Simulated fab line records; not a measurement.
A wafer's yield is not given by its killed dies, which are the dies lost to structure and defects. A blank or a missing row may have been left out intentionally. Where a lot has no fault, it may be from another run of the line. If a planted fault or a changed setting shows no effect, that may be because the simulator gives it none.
A lot that was struck, set against a sound lot | flow n5-finfet | 37 steps out of a route of 1938
Sound: these wafers, L815.2, L815.5, L815.6. Struck: wafers L814.2, L814.3, L814.5. The cause comes at the end.
Order at every step that has rows: each side's tool, ch and its chambers, its first start. Under that, the readings that differ: sound wafers | struck wafers | difference of the means | sigmas: that difference in standard deviations of wafers without a fault.
alike: same words and numbers on both sides, and readings whose means sit less than 2 such deviations apart. not compared: any withheld reading, any reading some wafer has no value for, any bound like >300 that may hide the same value, and any number with overlapping values for which the record gives no deviation.
The two part at a step that has a row with sigmas, a row that says differs or no value, or rows on one side only. Numbers that don't overlap but have no deviation are shown without sigmas and don't part them. Lack of a reading on every wafer of one side parts them only where that side has two or more wafers.

first, 9 steps without rows for these wafers: N5_BEOL_M7_ALD_77 (deposits TaN, target thk 2 nm, pulse time 2 s, purge time 3 s); N5_BEOL_M7_SURFACE_TREAT_79; N5_BEOL_M7_CVD_78 (deposits Co from CCTBA/H2, target thk 2 nm, time 142.3 s); N5_BEOL_M7_SPUTTER_48 (material Cu, target thk 10 nm, time 1.667 s); N5_BEOL_M7_ECD_50 (material Cu, target thk 300 nm); N5_BEOL_M7_ANNEAL_51 (time 90 s); N5_BEOL_M7_CMP_52 (polishes, stops on SiCOH lowk, t overpolish 6.9 s, target thk 80 nm); N5_BEOL_M7_PRE_CLEAN_55 (time 15 s); N5_BEOL_M7_DEP_56 (deposits SiCN from 3MS/NH3, target thk 10 nm, time 17.5 s).
N5_BEOL_M8_ILD_DEP_00: deposits SiCOH lowk from DEMS/porogen, target thk 179.75 nm, time 33.4 s.
  sound on pecvd-02 ch 0,1,2, day 14 07:57; struck on pecvd-04 ch 0,2, day 14 05:19
  reading                                            | sound                | struck               | difference | sigmas
  susceptor-temp-C (C)                               | 300.21 300.10 299.85 | 280.17 280.03 280.30 | -19.89     | -99 or more
  model.SiCOH_lowk_of_BEOL_M8_ILD_DEP_00.thk-nm (nm) | 176.4 180.8 179.2    | 201.4 202.6 206      | +24.5      |
  alike: heater-power-w, showerhead-plenum-p-Torr, throttle-valve-pct
then, 1 step without rows for these wafers: N5_BEOL_M8_CURE_74 (cures SiCOH lowk, time 240 s).
N5_BEOL_M8_THK_MEAS_01:
  sound: film-metro-02 at day 14 09:01; struck: film-metro-01 at day 14 06:23
  reading         | sound             | struck            | difference | sigmas
  M8_ILD_THK (nm) | 152.1 155.9 154.5 | 174.0 174.9 178.0 | +21.5      | +12
then, 23 steps without rows for these wafers: N5_BEOL_M8_PECVD_70 (deposits SiO2 from TEOS/O2, target thk 20 nm, time 22.7 s); N5_BEOL_M8_HM_DEP_02 (deposits TiN, target thk 20 nm); N5_BEOL_M8_COAT_59 (time 60 s, resist thk 100 nm); N5_BEOL_M8_COAT_60 (time 60 s, resist thk 35 nm); N5_BEOL_M8_COAT_05 (resist thk 90 nm); N5_BEOL_M8_EBR_07; N5_BEOL_M8_SOFTBAKE_06 (time 60 s); N5_BEOL_M8_EXPOSE_08 (exposes mask M8); N5_BEOL_M8_PEB_09 (peb time 60 s); N5_BEOL_M8_DEVELOP_10 (develop time 30 s); N5_BEOL_M8_DESCUM_16 (chemistry O2, time 7.9 s); N5_BEOL_M8_ETCH_61 (etches SiARC in CF4, target depth 45.5 nm, time 75.8 s); N5_BEOL_M8_ETCH_62 (etches SOC in N2/H2, target depth 110 nm, overetch 22 nm, time 165 s); N5_BEOL_M8_STRIP_68 (strips in N2/H2); N5_BEOL_M8_STRIP_67 (strips in CF4); N5_BEOL_M8_HM_OPEN_17 (chemistry Cl2/BCl3, target TiN, target depth 20 nm, overetch 6 nm); N5_BEOL_M8_STRIP_19 (strips in O2); N5_BEOL_M8_COAT_63 (time 60 s, resist thk 60 nm); N5_BEOL_M8_COAT_64 (time 60 s, resist thk 12 nm); N5_BEOL_M8_COAT_71 (time 60 s, resist thk 5 nm); N5_BEOL_M8_COAT_22 (resist thk 30 nm); N5_BEOL_M8_EBR_24; N5_BEOL_M8_SOFTBAKE_23 (time 60 s).
N5_BEOL_M8_CMP_52: polishes, stops on SiCOH lowk, t overpolish 6.9 s, target thk 80 nm.
  sound on cmp-01 ch 2,3, day 14 17:03; struck on cmp-04 ch 1,2,3, day 14 13:56
  reading                                            | sound           | struck          | difference | sigmas
  model.SiCOH_lowk_of_BEOL_M8_ILD_DEP_00.thk-nm (nm) | 149 152.8 151.6 | 170.8 172 174.8 | +21.4      |
  alike: motor-current-A, slurry-flow-ml-min
-- record jumps: 3 days separate the struck wafers' starts on either side; left off in module BEOL_M8, taken up again in module PASSIVATION, whose first shown step is the route's number 1936 --
N5_PASSIVATION_PROBE_49:
  sound: prober-01 at day 17 15:14; struck: prober-02 at day 17 07:04
  alike: defect-limited-yield, killed_at_M0_to_M3, killed_at_M4_up, killed-at-contacts, killed-at-front-end, killed-at-other, killed-dies, killed-open, killed-short, sort_bin_5_function, sort_bin_6_memory, sort-n-pass, sort-yield-pct

## WHERE THEY PART
Last at N5_BEOL_M8_THK_MEAS_01 as far as this record goes, first at N5_BEOL_M8_ILD_DEP_00. Later steps at which nothing parts them and some readings are alike: N5_BEOL_M8_CMP_52, N5_PASSIVATION_PROBE_49.

WHY: whatever the simulator had introduced
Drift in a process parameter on pecvd-04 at N5_BEOL_M8_ILD_DEP_00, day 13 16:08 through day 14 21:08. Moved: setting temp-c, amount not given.
